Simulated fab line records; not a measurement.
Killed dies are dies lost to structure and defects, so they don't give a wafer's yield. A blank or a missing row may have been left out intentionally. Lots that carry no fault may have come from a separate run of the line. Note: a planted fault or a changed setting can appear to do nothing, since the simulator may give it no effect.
Split-lot experiment || flow n5_finfet || 21 wafers read across 7 lots, on a route 1938 steps long

== THE SPLIT ITSELF ==
At N5_PASSIVATION_EXPOSE_07 (exposes mask TV, defocus 0 nm, target cd 3000 nm), the setting dose_mj was moved away from the recipe's 22.75 on 9 of the 21 wafers read, by -7.1% to +6.1%. The other wafers ran this setting at the recipe's value.

== FROM THE SPLIT TO THE READING: what the file shows between them, 3 steps ==
- N5_PASSIVATION_PEB_08
- N5_PASSIVATION_DEVELOP_09: develop time 60 s
- N5_PASSIVATION_HARDBAKE_11: time 120 s

== THE READING ==
cd_nm (nm) at N5_PASSIVATION_CD_MEAS_10, where the cd target is 3000 nm. Fault-free wafers of this fab line usually give 2999.7 nm, standard deviation 2.7 nm.

{"wafer": "L074.3", "tool, chamber at the split": "krf_scanner-01, 0", "dose_mj as run": 22.75, "against the recipe": "recipe", "cd_nm, nm": 3001.4, "against lot-mates on the recipe": "-"}
{"wafer": "L074.4", "tool, chamber at the split": "krf_scanner-01, 0", "dose_mj as run": 22.75, "against the recipe": "recipe", "cd_nm, nm": 3005.2, "against lot-mates on the recipe": "-"}
{"wafer": "L074.6", "tool, chamber at the split": "krf_scanner-01, 0", "dose_mj as run": 22.75, "against the recipe": "recipe", "cd_nm, nm": 3001.1, "against lot-mates on the recipe": "-"}
{"wafer": "L076.1", "tool, chamber at the split": "krf_scanner-01, 0", "dose_mj as run": 22.75, "against the recipe": "recipe", "cd_nm, nm": 2998.9, "against lot-mates on the recipe": "-"}
{"wafer": "L076.3", "tool, chamber at the split": "krf_scanner-01, 0", "dose_mj as run": 24.13, "against the recipe": "+6.1%", "cd_nm, nm": 3016.6, "against lot-mates on the recipe": "+17.7"}
{"wafer": "L076.4", "tool, chamber at the split": "krf_scanner-01, 0", "dose_mj as run": 24.13, "against the recipe": "+6.1%", "cd_nm, nm": 3013.0, "against lot-mates on the recipe": "+14.1"}
{"wafer": "L085.1", "tool, chamber at the split": "krf_scanner-02, 0", "dose_mj as run": 21.92, "against the recipe": "-3.6%", "cd_nm, nm": 2992.9, "against lot-mates on the recipe": -7.3}
{"wafer": "L085.2", "tool, chamber at the split": "krf_scanner-02, 0", "dose_mj as run": 21.92, "against the recipe": "-3.6%", "cd_nm, nm": 2994.4, "against lot-mates on the recipe": -5.8}
{"wafer": "L085.6", "tool, chamber at the split": "krf_scanner-02, 0", "dose_mj as run": 22.75, "against the recipe": "recipe", "cd_nm, nm": 3000.2, "against lot-mates on the recipe": "-"}
{"wafer": "L086.1", "tool, chamber at the split": "krf_scanner-02, 0", "dose_mj as run": 22.75, "against the recipe": "recipe", "cd_nm, nm": 2998.6, "against lot-mates on the recipe": "-"}
{"wafer": "L086.4", "tool, chamber at the split": "krf_scanner-02, 0", "dose_mj as run": 22.75, "against the recipe": "recipe", "cd_nm, nm": 2998.7, "against lot-mates on the recipe": "-"}
{"wafer": "L086.6", "tool, chamber at the split": "krf_scanner-02, 0", "dose_mj as run": 22.75, "against the recipe": "recipe", "cd_nm, nm": 2994.5, "against lot-mates on the recipe": "-"}
{"wafer": "L089.1", "tool, chamber at the split": "krf_scanner-01, 0", "dose_mj as run": 22.75, "against the recipe": "recipe", "cd_nm, nm": 3001.5, "against lot-mates on the recipe": "-"}
{"wafer": "L089.4", "tool, chamber at the split": "krf_scanner-01, 0", "dose_mj as run": 23.8, "against the recipe": "+4.6%", "cd_nm, nm": 3012.3, "against lot-mates on the recipe": "+11.2"}
{"wafer": "L089.6", "tool, chamber at the split": "krf_scanner-01, 0", "dose_mj as run": 22.75, "against the recipe": "recipe", "cd_nm, nm": 3000.7, "against lot-mates on the recipe": "-"}
{"wafer": "L090.1", "tool, chamber at the split": "krf_scanner-01, 0", "dose_mj as run": 21.14, "against the recipe": "-7.1%", "cd_nm, nm": 2985.7, "against lot-mates on the recipe": -16.1}
{"wafer": "L090.3", "tool, chamber at the split": "krf_scanner-01, 0", "dose_mj as run": 21.14, "against the recipe": "-7.1%", "cd_nm, nm": 2984.8, "against lot-mates on the recipe": -17.0}
{"wafer": "L090.6", "tool, chamber at the split": "krf_scanner-01, 0", "dose_mj as run": 22.75, "against the recipe": "recipe", "cd_nm, nm": 3001.8, "against lot-mates on the recipe": "-"}
{"wafer": "L093.4", "tool, chamber at the split": "krf_scanner-01, 0", "dose_mj as run": 21.77, "against the recipe": "-4.3%", "cd_nm, nm": 2991.8, "against lot-mates on the recipe": -4.8}
{"wafer": "L093.5", "tool, chamber at the split": "krf_scanner-01, 0", "dose_mj as run": 21.77, "against the recipe": "-4.3%", "cd_nm, nm": 2990.5, "against lot-mates on the recipe": -6.1}
{"wafer": "L093.6", "tool, chamber at the split": "krf_scanner-01, 0", "dose_mj as run": 22.75, "against the recipe": "recipe", "cd_nm, nm": 2996.6, "against lot-mates on the recipe": "-"}

THE FIT
A straight line over all 21 wafers: cd_nm changes by +2.22 nm for each +1% of dose_mj; r = +0.96; the points scatter about the line by 2.3 nm.
The same after taking each lot's own level away (the mean of its wafers on the recipe; 21 wafers): +2.26 nm for each +1%; r = +0.97; scatter 1.9 nm.
The reading moves by 16 nm for the largest change in dose_mj, on that fit.
Measured against the standard deviation above, the lots' own levels, which go from 2996.60 to 3002.57 nm, span 2.2 times it.
The two slopes are in agreement: the lot-to-lot level therefore moves the slope only a little.
Check: for one of the wafers moved furthest among these (-7.1%), held out of the fit, the line's prediction against its lot-mates is -15 nm. Against them it came out at -16.1 nm.

== OTHER SPLITS ON THESE WAFERS ==
Other splits were also applied to these wafers ahead of the reading. Each is held against what the fit with the lots' levels taken away leaves over:
{"other split on the same wafers": "N5_BEOL_M11_ETCH_41 time_s", "wafers away from the commonest value": 6, "r with cd_nm (lot level and that fit taken away)": "+0.07"}
{"other split on the same wafers": "N5_BEOL_M12_COAT_65 spin_rpm", "wafers away from the commonest value": 3, "r with cd_nm (lot level and that fit taken away)": -0.22}
{"other split on the same wafers": "N5_BEOL_M15_ILD_DEP_00 time_s", "wafers away from the commonest value": 5, "r with cd_nm (lot level and that fit taken away)": "+0.04"}
{"other split on the same wafers": "N5_BEOL_M15_COAT_22 spin_rpm", "wafers away from the commonest value": 6, "r with cd_nm (lot level and that fit taken away)": -0.18}
{"other split on the same wafers": "N5_BEOL_M15_DEVELOP_27 develop_time_s", "wafers away from the commonest value": 6, "r with cd_nm (lot level and that fit taken away)": -0.32}

== THE WHOLE CHAIN: every reading that the file lists as answering this split, in the file's order ==
{"step": "N5_PASSIVATION_CD_MEAS_10", "what it does": "target cd 3000 nm", "reading": "cd_nm", "change (the file's fit)": "+2.23 nm for each +1% of the setting", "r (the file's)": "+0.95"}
{"step": "N5_PASSIVATION_DESCUM_12", "what it does": "chemistry O2, time 7.9 s", "reading": "TV_LITHO.cd_nm (the simulator's own value, which no gauge read)", "change (the file's fit)": "+2.21 nm for each +1% of the setting", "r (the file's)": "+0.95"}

== FILE'S OWN FIT ==
cd_nm changes by +2.23 nm for each +1% of dose_mj, r = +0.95.
